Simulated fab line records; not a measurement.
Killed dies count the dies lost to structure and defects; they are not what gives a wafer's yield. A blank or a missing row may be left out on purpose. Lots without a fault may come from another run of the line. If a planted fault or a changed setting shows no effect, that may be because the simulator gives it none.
Which tool was responsible? | flow n5Finfet | 35 wafers from 12 lots sampled at 2 of the route's 1938 steps

## WHAT THE GAUGES SHOWED, per wafer
N5_BEOL_M5_RS_MEAS_57: measures by four-point-probe.
lot  | measured     | on           | M5_RS (ohm/sq)
L769 | day 8 22:44  | filmMetro-01 | 0.369 0.398
L771 | day 9 06:02  | filmMetro-01 | 0.368 0.369 0.370
L770 | day 9 09:14  | filmMetro-01 | 0.396 0.389 0.361
L772 | day 9 14:10  | filmMetro-02 | 0.393 0.361 0.383
L774 | day 10 01:52 | filmMetro-02 | 0.380 0.385 0.400
L775 | day 10 06:11 | filmMetro-02 | 0.373 0.381 0.390
L777 | day 11 11:35 | filmMetro-02 | 0.390 0.392 0.386
L780 | day 11 13:58 | filmMetro-02 | 0.384 0.377 0.403
L784 | day 12 05:21 | filmMetro-01 | 0.390 0.386 0.387
L786 | day 13 03:39 | filmMetro-02 | 0.395 0.401 0.382
L788 | day 13 06:54 | filmMetro-01 | 0.381 0.373 0.387
L791 | day 14 02:20 | filmMetro-01 | 0.374 0.375 0.392

## WHAT TOOL EACH LOT RAN ON (gives the tool, then ch and the chambers of the sampled wafers, and finally the start)
lot  | N5_BEOL_M5_SPUTTER_88
L769 | pvdSputter-03, day 8 20:36
L771 | pvdSputter-03, day 9 03:31
L770 | pvdSputter-02, day 9 07:05
L772 | pvdSputter-02, day 9 11:46
L774 | pvdSputter-02, day 9 23:41
L775 | pvdSputter-03, day 10 04:01
L777 | pvdSputter-01, day 11 09:26
L780 | pvdSputter-03, day 11 11:48
L784 | pvdSputter-01, day 12 02:50
L786 | pvdSputter-02, day 13 01:27
L788 | pvdSputter-01, day 13 04:42
L791 | pvdSputter-01, day 14 00:09
- N5_BEOL_M5_SPUTTER_88: material Cu, target thk 15 nm, time 27.62 s.

## AS READ BY THE TOOLS THEMSELVES (means over the sampled wafers that have a number; for cases with no such wafer, the mark the record gives instead)
N5_BEOL_M5_SPUTTER_88.
lot  | tool          | throttleValvePct (%)
L769 | pvdSputter-03 | 30.3
L771 | pvdSputter-03 | 29.3
L770 | pvdSputter-02 | 29.2
L772 | pvdSputter-02 | 29.6
L774 | pvdSputter-02 | 29.7
L775 | pvdSputter-03 | 29.9
L777 | pvdSputter-01 | 30.4
L780 | pvdSputter-03 | 29.9
L784 | pvdSputter-01 | 30.6
L786 | pvdSputter-02 | 29.8
L788 | pvdSputter-01 | 29.3
L791 | pvdSputter-01 | 30.3

## THE ANSWER, worked out from the rows above alone
Rule: usual is defined by the lots themselves. Put in order of their means at a reading, lots are off if they are a third of the lots or fewer, leave a main group of 4 or more, and stand apart from it by a gap of 3 or more times the standard deviation of the main group's means; of several such gaps the widest counts. Not used: any main group whose means are identical at the precision the tables above print for the reading. Also off: a lot with no number at a reading for which 4 or more lots have one. All remaining lots with rows at the step are treated as sound. After the gauges, taken in route order, come the tools' own readings; for these a lot's mean is taken, as printed above. At the first step where some lot is off, the reading lying furthest off is the one used; lots without a number count as furthest.
Across all readings shown, no lot is off: no conclusion can be drawn from this.

## WHAT THE SIMULATOR HAD PUT IN
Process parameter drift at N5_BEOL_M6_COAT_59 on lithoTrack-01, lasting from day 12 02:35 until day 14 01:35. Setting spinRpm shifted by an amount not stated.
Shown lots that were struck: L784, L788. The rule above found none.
